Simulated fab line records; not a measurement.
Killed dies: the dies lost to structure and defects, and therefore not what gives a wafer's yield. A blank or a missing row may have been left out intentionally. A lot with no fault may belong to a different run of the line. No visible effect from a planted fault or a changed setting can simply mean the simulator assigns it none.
Struck lot and sound lot, side by side ; flow n5 finfet ; 41 steps out of a route of 1938
Sound: these wafers, L511.1, L511.3, L511.6. Struck: wafer L521.3 (L521.2, L521.4, from the same lot, were not struck and are left out); the cause is given at the end.
For every step that has rows: the tool of each side, followed by ch and its chambers, followed by its first start. Under that, the readings that differ: sound wafers ; struck wafers ; difference of the means ; sigmas: that difference in standard deviations of wafers without a fault.
alike: readings whose means differ by less than 2 such deviations, and words and numbers that are the same on both sides. not compared: withheld readings, readings that some wafer has no value for, bounds like >300 that may hide the same value, and numbers for which the record gives no deviation and whose values overlap.
Wherever a step has rows on one side only, a row that says differs or no value, or a row with sigmas, the two part there. Numbers that have no deviation but don't overlap get no sigmas and don't part them. A reading that every wafer of one side lacks parts them only if that side has two wafers or more.

first, 3 steps without rows for these wafers: N5_BEOL_M5_SRD_40 (time 30 s); N5_BEOL_M5_PRECLEAN_42 (cleans in residue remover, time 60 s); N5_BEOL_M5_SRD_43 (time 30 s).
N5_BEOL_M5_CD_MEAS_35: target cd 28 nm, target cd y 24 nm.
  sound on cd sem-01 at day 8 11:43; struck on cd sem-01 at day 10 16:17
  alike: cd nm
then, 6 steps without rows for these wafers: N5_BEOL_M5_CURE_80 (cures SiCOH lowk, time 120 s); N5_BEOL_M5_DEGAS_44 (time 60 s); N5_BEOL_M5_PRE_CLEAN_45 (time 30 s); N5_BEOL_M5_ALD_86 (deposits TaN, pulse time 2 s, purge time 3 s, co reactant purge time 2 s); N5_BEOL_M5_SURFACE_TREAT_87; N5_BEOL_M5_CVD_47 (deposits Co from CCTBA/H2, target thk 3 nm, time 216 s).
N5_BEOL_M5_SPUTTER_48: material Cu, target thk 15 nm, time 27.62 s.
  sound on pvd sputter-03 at day 8 12:57; struck on pvd sputter-01 at day 10 18:30
  alike: substrate temp c, throttle valve pct
N5_BEOL_M5_ANNEAL_49: time 1800 s.
  sound on pvd sputter-03 at day 8 13:02; struck on pvd sputter-01 at day 10 18:35
  alike: heater power w
N5_BEOL_M5_SPUTTER_81: material Cu, target thk 15 nm, time 27.62 s.
  sound on pvd sputter-03 at day 8 14:02; struck on pvd sputter-01 at day 10 19:35
  alike: substrate temp c, throttle valve pct
then, 4 steps without rows for these wafers: N5_BEOL_M5_ANNEAL_82 (time 1800 s); N5_BEOL_M5_SPUTTER_83 (material Cu, target thk 15 nm, time 27.62 s); N5_BEOL_M5_ANNEAL_84 (time 1800 s); N5_BEOL_M5_SPUTTER_88 (material Cu, target thk 15 nm, time 27.62 s).
N5_BEOL_M5_ANNEAL_89: time 1800 s.
  sound on pvd sputter-03 at day 8 16:17; struck on pvd sputter-01 at day 10 21:50
  alike: heater power w
then, 3 steps without rows for these wafers: N5_BEOL_M5_SPUTTER_90 (material Cu, target thk 4.5 nm, time 8.29 s); N5_BEOL_M5_ECD_50 (material Cu, target thk 300 nm); N5_BEOL_M5_ANNEAL_51 (time 90 s).
N5_BEOL_M5_CMP_52: polishes, stops on SiCOH lowk, t overpolish 6.9 s, target thk 62 nm.
  sound on cmp-02 ch 0,2, day 8 17:50; struck on cmp-03 ch 2, day 10 23:21
  alike: barrier field endpoint s, edge zone pressure frac, motor current A, overpolish run s, time to endpoint s
N5_BEOL_M5_PRE_CLEAN_77: time 15 s.
  sound on cvd co-02 ch 0,1,2, day 8 18:08; struck on cvd co-01 ch 0, day 10 23:41
  alike: heater power w
then, 3 steps without rows for these wafers: N5_BEOL_M5_CO_CAP_78 (material Co, precursor CCTBA/H2, target thk 2 nm, time 102.1 s); N5_BEOL_M5_PRE_CLEAN_55 (time 15 s); N5_BEOL_M5_DEP_56 (deposits SiCN from 3MS/NH3, target thk 8 nm, time 14 s).
N5_BEOL_M5_RS_MEAS_57: uses a four-point probe to measure.
  sound on film metro-01 at day 8 18:22; struck on film metro-02 at day 10 23:55
  alike: M5_RS
then, 2 steps without rows for these wafers: N5_BEOL_M6_ILD_DEP_00 (deposits SiCOH lowk from DEMS/porogen, target thk 179.75 nm, time 33.4 s); N5_BEOL_M6_CURE_74 (cures SiCOH lowk, time 240 s).
N5_BEOL_M6_THK_MEAS_01:
  sound on film metro-02 at day 8 19:00; struck on film metro-01 at day 11 00:33
  alike: M6_ILD_THK
then, 10 steps without rows for these wafers: N5_BEOL_M6_PECVD_70 (deposits SiO2 from TEOS/O2, target thk 20 nm, time 22.7 s); N5_BEOL_M6_HM_DEP_02 (deposits TiN, target thk 20 nm); N5_BEOL_M6_COAT_59 (time 60 s, resist thk 100 nm); N5_BEOL_M6_COAT_60 (time 60 s, resist thk 35 nm); N5_BEOL_M6_COAT_05 (resist thk 90 nm); N5_BEOL_M6_EBR_07; N5_BEOL_M6_SOFTBAKE_06 (time 60 s); N5_BEOL_M6_EXPOSE_08 (exposes mask M6); N5_BEOL_M6_PEB_09 (peb time 60 s); N5_BEOL_M6_DEVELOP_10 (develop time 30 s).
-- here the record skips 4 days between the struck wafers' starts before and after, leaving off in module BEOL_M6 and picking up in module PASSIVATION (first step shown: number 1936 of the route) --
N5_PASSIVATION_PROBE_49:
  only the struck wafers here have rows in the record (prober-01, day 14 16:47); the sound ones have none

WHERE THEY PART
At N5_PASSIVATION_PROBE_49 and nowhere else, as far as this record goes.

WHY: the cause the simulator had injected
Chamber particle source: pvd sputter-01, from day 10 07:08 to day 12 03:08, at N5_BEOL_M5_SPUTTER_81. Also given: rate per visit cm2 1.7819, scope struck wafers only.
